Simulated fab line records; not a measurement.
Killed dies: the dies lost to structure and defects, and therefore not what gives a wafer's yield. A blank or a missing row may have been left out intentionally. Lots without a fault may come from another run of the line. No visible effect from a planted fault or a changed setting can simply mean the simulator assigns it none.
Which of the tools did it? || flow nand harc || 33 wafers from 11 lots sampled at 6 of the route's 1159 steps

WHAT THE GAUGES SHOWED, per wafer
NHARC_A_CHANNEL_HOLE_D1_INSPECT_40.
{"lot": "L397", "measured": "day 9 07:40", "on": "defect inspect-01", "raw defect count": "55 69 60"}
{"lot": "L396", "measured": "day 9 11:49", "on": "defect inspect-01", "raw defect count": "72 61 59"}
{"lot": "L399", "measured": "day 9 17:08", "on": "defect inspect-02", "raw defect count": "37 56 59"}
{"lot": "L400", "measured": "day 10 02:57", "on": "defect inspect-02", "raw defect count": "69 57 76"}
{"lot": "L401", "measured": "day 10 07:06", "on": "defect inspect-01", "raw defect count": "58 47 44"}
{"lot": "L403", "measured": "day 11 01:06", "on": "defect inspect-01", "raw defect count": "70 69 56"}
{"lot": "L404", "measured": "day 11 01:06", "on": "defect inspect-01", "raw defect count": "46 36 36"}
{"lot": "L406", "measured": "day 12 00:10", "on": "defect inspect-02", "raw defect count": "72 87 69"}
{"lot": "L411", "measured": "day 13 13:07", "on": "defect inspect-02", "raw defect count": "326 332 71"}
{"lot": "L416", "measured": "day 13 18:08", "on": "defect inspect-01", "raw defect count": "43 39 47"}
{"lot": "L417", "measured": "day 14 05:46", "on": "defect inspect-02", "raw defect count": "50 64 104"}

NHARC_END_SORT_01.
{"lot": "L411", "measured": "day 24 05:13", "on": "prober-02", "killed at array": "101 95 43", "killed at other": "0 0 1", "killed at periphery": "1 0 4", "killed dies": "102 95 48", "killed open": "3 1 5", "killed short": "1 2 2"}

EACH LOT AND THE TOOL THAT RAN IT (in order: tool; ch and the chambers of the sampled wafers; start)
{"lot": "L397", "NHARC_A_CHANNEL_HOLE_D1_ETCH_21": "har etch-01 ch 0,1, day 9 02:26", "NHARC_A_CHANNEL_HOLE_D1_ETCH_23": "har etch-01 ch 0,1, day 9 03:29", "NHARC_A_CHANNEL_HOLE_D1_ETCH_24": "har etch-01 ch 0,1, day 9 04:11", "NHARC_A_CHANNEL_HOLE_D1_ETCH_26": "har etch-01 ch 0,1, day 9 05:44"}
{"lot": "L396", "NHARC_A_CHANNEL_HOLE_D1_ETCH_21": "har etch-01 ch 0,1, day 9 06:31", "NHARC_A_CHANNEL_HOLE_D1_ETCH_23": "har etch-01 ch 0,1, day 9 07:31", "NHARC_A_CHANNEL_HOLE_D1_ETCH_24": "har etch-01 ch 0,1, day 9 08:13", "NHARC_A_CHANNEL_HOLE_D1_ETCH_26": "har etch-01 ch 0,1, day 9 09:52"}
{"lot": "L399", "NHARC_A_CHANNEL_HOLE_D1_ETCH_21": "har etch-02 ch 0,1, day 9 11:50", "NHARC_A_CHANNEL_HOLE_D1_ETCH_23": "har etch-02 ch 0,1, day 9 12:51", "NHARC_A_CHANNEL_HOLE_D1_ETCH_24": "har etch-02 ch 0,1, day 9 13:33", "NHARC_A_CHANNEL_HOLE_D1_ETCH_26": "har etch-02 ch 0,1, day 9 15:12"}
{"lot": "L400", "NHARC_A_CHANNEL_HOLE_D1_ETCH_21": "har etch-01 ch 0,1, day 9 21:40", "NHARC_A_CHANNEL_HOLE_D1_ETCH_23": "har etch-01 ch 0,1, day 9 22:40", "NHARC_A_CHANNEL_HOLE_D1_ETCH_24": "har etch-01 ch 0,1, day 9 23:22", "NHARC_A_CHANNEL_HOLE_D1_ETCH_26": "har etch-01 ch 0,1, day 10 01:01"}
{"lot": "L401", "NHARC_A_CHANNEL_HOLE_D1_ETCH_21": "har etch-02 ch 0, day 10 01:47", "NHARC_A_CHANNEL_HOLE_D1_ETCH_23": "har etch-02 ch 0, day 10 02:49", "NHARC_A_CHANNEL_HOLE_D1_ETCH_24": "har etch-02 ch 0, day 10 03:31", "NHARC_A_CHANNEL_HOLE_D1_ETCH_26": "har etch-02 ch 0, day 10 05:10"}
{"lot": "L403", "NHARC_A_CHANNEL_HOLE_D1_ETCH_21": "har etch-01 ch 0,1, day 10 19:39", "NHARC_A_CHANNEL_HOLE_D1_ETCH_23": "har etch-01 ch 0,1, day 10 20:40", "NHARC_A_CHANNEL_HOLE_D1_ETCH_24": "har etch-01 ch 0,1, day 10 21:22", "NHARC_A_CHANNEL_HOLE_D1_ETCH_26": "har etch-01 ch 0,1, day 10 23:02"}
{"lot": "L404", "NHARC_A_CHANNEL_HOLE_D1_ETCH_21": "har etch-02 ch 0,1, day 10 19:49", "NHARC_A_CHANNEL_HOLE_D1_ETCH_23": "har etch-02 ch 0,1, day 10 20:50", "NHARC_A_CHANNEL_HOLE_D1_ETCH_24": "har etch-02 ch 0,1, day 10 21:31", "NHARC_A_CHANNEL_HOLE_D1_ETCH_26": "har etch-02 ch 0,1, day 10 23:10"}
{"lot": "L406", "NHARC_A_CHANNEL_HOLE_D1_ETCH_21": "har etch-01 ch 0,1, day 11 18:53", "NHARC_A_CHANNEL_HOLE_D1_ETCH_23": "har etch-01 ch 0,1, day 11 19:53", "NHARC_A_CHANNEL_HOLE_D1_ETCH_24": "har etch-01 ch 0,1, day 11 20:36", "NHARC_A_CHANNEL_HOLE_D1_ETCH_26": "har etch-01 ch 0,1, day 11 22:15"}
{"lot": "L411", "NHARC_A_CHANNEL_HOLE_D1_ETCH_21": "har etch-01 ch 0,1, day 13 08:04", "NHARC_A_CHANNEL_HOLE_D1_ETCH_23": "har etch-01 ch 0,1, day 13 09:12", "NHARC_A_CHANNEL_HOLE_D1_ETCH_24": "har etch-01 ch 0,1, day 13 09:56", "NHARC_A_CHANNEL_HOLE_D1_ETCH_26": "har etch-01 ch 0,1, day 13 11:18"}
{"lot": "L416", "NHARC_A_CHANNEL_HOLE_D1_ETCH_21": "har etch-02 ch 0,1, day 13 12:52", "NHARC_A_CHANNEL_HOLE_D1_ETCH_23": "har etch-02 ch 0,1, day 13 13:53", "NHARC_A_CHANNEL_HOLE_D1_ETCH_24": "har etch-02 ch 0,1, day 13 14:34", "NHARC_A_CHANNEL_HOLE_D1_ETCH_26": "har etch-02 ch 0,1, day 13 16:13"}
{"lot": "L417", "NHARC_A_CHANNEL_HOLE_D1_ETCH_21": "har etch-02 ch 1, day 14 00:29", "NHARC_A_CHANNEL_HOLE_D1_ETCH_23": "har etch-02 ch 1, day 14 01:29", "NHARC_A_CHANNEL_HOLE_D1_ETCH_24": "har etch-02 ch 1, day 14 02:10", "NHARC_A_CHANNEL_HOLE_D1_ETCH_26": "har etch-02 ch 1, day 14 03:50"}
- NHARC_A_CHANNEL_HOLE_D1_ETCH_21: etches the open film in C4F8/O2/Ar, time 514.3 s, target depth 1600 nm.
- NHARC_A_CHANNEL_HOLE_D1_ETCH_23: etches the open film in C4F8/O2/Ar, time 819 s, target depth 1600 nm.
- NHARC_A_CHANNEL_HOLE_D1_ETCH_24: etches the open film in C4F8/O2/Ar, time 906.2 s, target depth 1500 nm.
- NHARC_A_CHANNEL_HOLE_D1_ETCH_26: etches the open film in C4F8/O2/Ar, time 224.1 s, target depth 300 nm.

WHAT THE TOOLS THEMSELVES READ (means of the sampled wafers that have a number; where no wafer has one, the mark that the record gives instead)
NHARC_A_CHANNEL_HOLE_D1_ETCH_21.
{"lot": "L397", "tool": "har etch-01", "c4f8 flow sccm (sccm)": 89.49, "drypump motor current A (A)": 6.5, "showerhead plenum p Torr (Torr)": 3.78, "temp c (C)": -20.00, "throttle valve pct (%)": 32.156}
{"lot": "L396", "tool": "har etch-01", "c4f8 flow sccm (sccm)": 89.31, "drypump motor current A (A)": 6.4, "showerhead plenum p Torr (Torr)": 3.80, "temp c (C)": -19.97, "throttle valve pct (%)": 32.155}
{"lot": "L399", "tool": "har etch-02", "c4f8 flow sccm (sccm)": 89.38, "drypump motor current A (A)": 6.1, "showerhead plenum p Torr (Torr)": 3.63, "temp c (C)": -20.09, "throttle valve pct (%)": 32.161}
{"lot": "L400", "tool": "har etch-01", "c4f8 flow sccm (sccm)": 89.36, "drypump motor current A (A)": 6.5, "showerhead plenum p Torr (Torr)": 3.77, "temp c (C)": -19.99, "throttle valve pct (%)": 32.156}
{"lot": "L401", "tool": "har etch-02", "c4f8 flow sccm (sccm)": 89.14, "drypump motor current A (A)": 5.6, "showerhead plenum p Torr (Torr)": 3.62, "temp c (C)": -19.97, "throttle valve pct (%)": 32.158}
{"lot": "L403", "tool": "har etch-01", "c4f8 flow sccm (sccm)": 89.25, "drypump motor current A (A)": 6.5, "showerhead plenum p Torr (Torr)": 3.77, "temp c (C)": -20.01, "throttle valve pct (%)": 32.151}
{"lot": "L404", "tool": "har etch-02", "c4f8 flow sccm (sccm)": 89.26, "drypump motor current A (A)": 6.1, "showerhead plenum p Torr (Torr)": 3.63, "temp c (C)": -19.99, "throttle valve pct (%)": 32.162}
{"lot": "L406", "tool": "har etch-01", "c4f8 flow sccm (sccm)": 89.09, "drypump motor current A (A)": 6.5, "showerhead plenum p Torr (Torr)": 3.76, "temp c (C)": -19.85, "throttle valve pct (%)": 32.157}
{"lot": "L411", "tool": "har etch-01", "c4f8 flow sccm (sccm)": 89.00, "drypump motor current A (A)": 6.5, "showerhead plenum p Torr (Torr)": 3.77, "temp c (C)": -19.87, "throttle valve pct (%)": 32.148}
{"lot": "L416", "tool": "har etch-02", "c4f8 flow sccm (sccm)": 89.06, "drypump motor current A (A)": 6.1, "showerhead plenum p Torr (Torr)": 3.61, "temp c (C)": -19.98, "throttle valve pct (%)": 32.154}
{"lot": "L417", "tool": "har etch-02", "c4f8 flow sccm (sccm)": 89.16, "drypump motor current A (A)": 6.4, "showerhead plenum p Torr (Torr)": 3.62, "temp c (C)": -19.99, "throttle valve pct (%)": 32.152}

NHARC_A_CHANNEL_HOLE_D1_ETCH_23.
{"lot": "L397", "tool": "har etch-01", "c4f8 flow sccm (sccm)": 89.70, "drypump motor current A (A)": 6.5, "showerhead plenum p Torr (Torr)": 3.78, "temp c (C)": -19.98, "throttle valve pct (%)": 32.149}
{"lot": "L396", "tool": "har etch-01", "c4f8 flow sccm (sccm)": 89.26, "drypump motor current A (A)": 6.5, "showerhead plenum p Torr (Torr)": 3.80, "temp c (C)": -20.04, "throttle valve pct (%)": 32.154}
{"lot": "L399", "tool": "har etch-02", "c4f8 flow sccm (sccm)": 89.33, "drypump motor current A (A)": 6.1, "showerhead plenum p Torr (Torr)": 3.63, "temp c (C)": -19.97, "throttle valve pct (%)": 32.153}
{"lot": "L400", "tool": "har etch-01", "c4f8 flow sccm (sccm)": 89.26, "drypump motor current A (A)": 6.5, "showerhead plenum p Torr (Torr)": 3.77, "temp c (C)": -20.10, "throttle valve pct (%)": 32.152}
{"lot": "L401", "tool": "har etch-02", "c4f8 flow sccm (sccm)": 89.71, "drypump motor current A (A)": 5.6, "showerhead plenum p Torr (Torr)": 3.62, "temp c (C)": -20.08, "throttle valve pct (%)": 32.158}
{"lot": "L403", "tool": "har etch-01", "c4f8 flow sccm (sccm)": 89.10, "drypump motor current A (A)": 6.5, "showerhead plenum p Torr (Torr)": 3.77, "temp c (C)": -20.00, "throttle valve pct (%)": 32.157}
{"lot": "L404", "tool": "har etch-02", "c4f8 flow sccm (sccm)": 89.31, "drypump motor current A (A)": 6.1, "showerhead plenum p Torr (Torr)": 3.63, "temp c (C)": -20.00, "throttle valve pct (%)": 32.158}
{"lot": "L406", "tool": "har etch-01", "c4f8 flow sccm (sccm)": 89.32, "drypump motor current A (A)": 6.5, "showerhead plenum p Torr (Torr)": 3.76, "temp c (C)": -20.13, "throttle valve pct (%)": 32.153}
{"lot": "L411", "tool": "har etch-01", "c4f8 flow sccm (sccm)": 89.14, "drypump motor current A (A)": 6.5, "showerhead plenum p Torr (Torr)": 3.77, "temp c (C)": -19.91, "throttle valve pct (%)": 32.154}
{"lot": "L416", "tool": "har etch-02", "c4f8 flow sccm (sccm)": 89.45, "drypump motor current A (A)": 6.1, "showerhead plenum p Torr (Torr)": 3.61, "temp c (C)": -19.99, "throttle valve pct (%)": 32.153}
{"lot": "L417", "tool": "har etch-02", "c4f8 flow sccm (sccm)": 89.26, "drypump motor current A (A)": 6.4, "showerhead plenum p Torr (Torr)": 3.62, "temp c (C)": -19.95, "throttle valve pct (%)": 32.158}

NHARC_A_CHANNEL_HOLE_D1_ETCH_24.
{"lot": "L397", "tool": "har etch-01", "c4f8 flow sccm (sccm)": 93.69, "drypump motor current A (A)": 6.5, "showerhead plenum p Torr (Torr)": 3.77, "temp c (C)": -19.99, "throttle valve pct (%)": 32.244}
{"lot": "L396", "tool": "har etch-01", "c4f8 flow sccm (sccm)": 93.87, "drypump motor current A (A)": 6.5, "showerhead plenum p Torr (Torr)": 3.79, "temp c (C)": -20.03, "throttle valve pct (%)": 32.239}
{"lot": "L399", "tool": "har etch-02", "c4f8 flow sccm (sccm)": 93.79, "drypump motor current A (A)": 6.1, "showerhead plenum p Torr (Torr)": 3.63, "temp c (C)": -19.93, "throttle valve pct (%)": 32.236}
{"lot": "L400", "tool": "har etch-01", "c4f8 flow sccm (sccm)": 93.47, "drypump motor current A (A)": 6.5, "showerhead plenum p Torr (Torr)": 3.77, "temp c (C)": -19.93, "throttle valve pct (%)": 32.231}
{"lot": "L401", "tool": "har etch-02", "c4f8 flow sccm (sccm)": 94.15, "drypump motor current A (A)": 5.6, "showerhead plenum p Torr (Torr)": 3.61, "temp c (C)": -19.99, "throttle valve pct (%)": 32.240}
{"lot": "L403", "tool": "har etch-01", "c4f8 flow sccm (sccm)": 93.76, "drypump motor current A (A)": 6.5, "showerhead plenum p Torr (Torr)": 3.76, "temp c (C)": -19.99, "throttle valve pct (%)": 32.237}
{"lot": "L404", "tool": "har etch-02", "c4f8 flow sccm (sccm)": 93.73, "drypump motor current A (A)": 6.1, "showerhead plenum p Torr (Torr)": 3.62, "temp c (C)": -20.00, "throttle valve pct (%)": 32.238}
{"lot": "L406", "tool": "har etch-01", "c4f8 flow sccm (sccm)": 93.79, "drypump motor current A (A)": 6.5, "showerhead plenum p Torr (Torr)": 3.76, "temp c (C)": -19.85, "throttle valve pct (%)": 32.241}
{"lot": "L411", "tool": "har etch-01", "c4f8 flow sccm (sccm)": 93.91, "drypump motor current A (A)": 6.5, "showerhead plenum p Torr (Torr)": 3.77, "temp c (C)": -19.92, "throttle valve pct (%)": 32.232}
{"lot": "L416", "tool": "har etch-02", "c4f8 flow sccm (sccm)": 93.64, "drypump motor current A (A)": 6.1, "showerhead plenum p Torr (Torr)": 3.61, "temp c (C)": -19.92, "throttle valve pct (%)": 32.240}
{"lot": "L417", "tool": "har etch-02", "c4f8 flow sccm (sccm)": 93.87, "drypump motor current A (A)": 6.4, "showerhead plenum p Torr (Torr)": 3.61, "temp c (C)": -20.06, "throttle valve pct (%)": 32.241}

NHARC_A_CHANNEL_HOLE_D1_ETCH_26.
{"lot": "L397", "tool": "har etch-01", "c4f8 flow sccm (sccm)": 11.39, "drypump motor current A (A)": 6.5, "showerhead plenum p Torr (Torr)": 3.83, "temp c (C)": -20.08, "throttle valve pct (%)": 24.591}
{"lot": "L396", "tool": "har etch-01", "c4f8 flow sccm (sccm)": 11.41, "drypump motor current A (A)": 6.5, "showerhead plenum p Torr (Torr)": 3.85, "temp c (C)": -19.93, "throttle valve pct (%)": 24.592}
{"lot": "L399", "tool": "har etch-02", "c4f8 flow sccm (sccm)": 11.43, "drypump motor current A (A)": 6.1, "showerhead plenum p Torr (Torr)": 3.68, "temp c (C)": -20.03, "throttle valve pct (%)": 24.575}
{"lot": "L400", "tool": "har etch-01", "c4f8 flow sccm (sccm)": 11.41, "drypump motor current A (A)": 6.5, "showerhead plenum p Torr (Torr)": 3.82, "temp c (C)": -20.02, "throttle valve pct (%)": 24.586}
{"lot": "L401", "tool": "har etch-02", "c4f8 flow sccm (sccm)": 11.44, "drypump motor current A (A)": 5.6, "showerhead plenum p Torr (Torr)": 3.66, "temp c (C)": -19.91, "throttle valve pct (%)": 24.581}
{"lot": "L403", "tool": "har etch-01", "c4f8 flow sccm (sccm)": 11.38, "drypump motor current A (A)": 6.5, "showerhead plenum p Torr (Torr)": 3.82, "temp c (C)": -20.02, "throttle valve pct (%)": 24.578}
{"lot": "L404", "tool": "har etch-02", "c4f8 flow sccm (sccm)": 11.44, "drypump motor current A (A)": 6.2, "showerhead plenum p Torr (Torr)": 3.67, "temp c (C)": -20.06, "throttle valve pct (%)": 24.596}
{"lot": "L406", "tool": "har etch-01", "c4f8 flow sccm (sccm)": 11.39, "drypump motor current A (A)": 6.5, "showerhead plenum p Torr (Torr)": 3.81, "temp c (C)": -20.04, "throttle valve pct (%)": 24.584}
{"lot": "L411", "tool": "har etch-01", "c4f8 flow sccm (sccm)": 11.39, "drypump motor current A (A)": 6.5, "showerhead plenum p Torr (Torr)": 3.82, "temp c (C)": -19.91, "throttle valve pct (%)": 24.577}
{"lot": "L416", "tool": "har etch-02", "c4f8 flow sccm (sccm)": 11.41, "drypump motor current A (A)": 6.1, "showerhead plenum p Torr (Torr)": 3.65, "temp c (C)": -20.04, "throttle valve pct (%)": 24.583}
{"lot": "L417", "tool": "har etch-02", "c4f8 flow sccm (sccm)": 11.41, "drypump motor current A (A)": 6.4, "showerhead plenum p Torr (Torr)": 3.66, "temp c (C)": -20.04, "throttle valve pct (%)": 24.590}

THE ANSWER, worked out from the rows above alone
Rule: what is usual is taken from the lots themselves. The widest of any qualifying gaps counts: lots, ordered by their means at a reading, are off when they make up no more than a third of the lots, leave a main group of 4 or more, and stand apart from it by 3 or more times the standard deviation of that group's means. A main group is skipped when, at the precision printed for the reading in the tables above, its means are all equal. Also off: a lot with no number at a reading for which 4 or more lots have one. Where the step has rows for the other lots, those lots are counted as sound. Order of review: gauges by route order, followed by the tools' own readings, for which a lot's mean as printed above is used. The first step at which some lot is off is used, and at that step the reading that is off furthest; a lot without a number counts as furthest.
Off, at NHARC_A_CHANNEL_HOLE_D1_INSPECT_40 on raw defect count: L411. The main group has a mean of 59 with a standard deviation of 12.
A tool fits if, at a process step before that reading, it ran every lot that is off, and no sound lot after the first of them. Not tried: the gauges at NHARC_A_CHANNEL_HOLE_D1_INSPECT_40; whatever is off there is also off at NHARC_A_CHANNEL_HOLE_D1_ETCH_26, on other tools, and gauge error can't account for it. One fits: NHARC_A_CHANNEL_HOLE_D1_ETCH_21 and NHARC_A_CHANNEL_HOLE_D1_ETCH_23 and NHARC_A_CHANNEL_HOLE_D1_ETCH_24 and NHARC_A_CHANNEL_HOLE_D1_ETCH_26 on har etch-01. At NHARC_A_CHANNEL_HOLE_D1_ETCH_21 its last sound lot is L406 (day 11 18:53), its first lot that is off L411 (day 13 08:04): a fault that began between those two fits.

WHAT THE SIMULATOR PUT IN
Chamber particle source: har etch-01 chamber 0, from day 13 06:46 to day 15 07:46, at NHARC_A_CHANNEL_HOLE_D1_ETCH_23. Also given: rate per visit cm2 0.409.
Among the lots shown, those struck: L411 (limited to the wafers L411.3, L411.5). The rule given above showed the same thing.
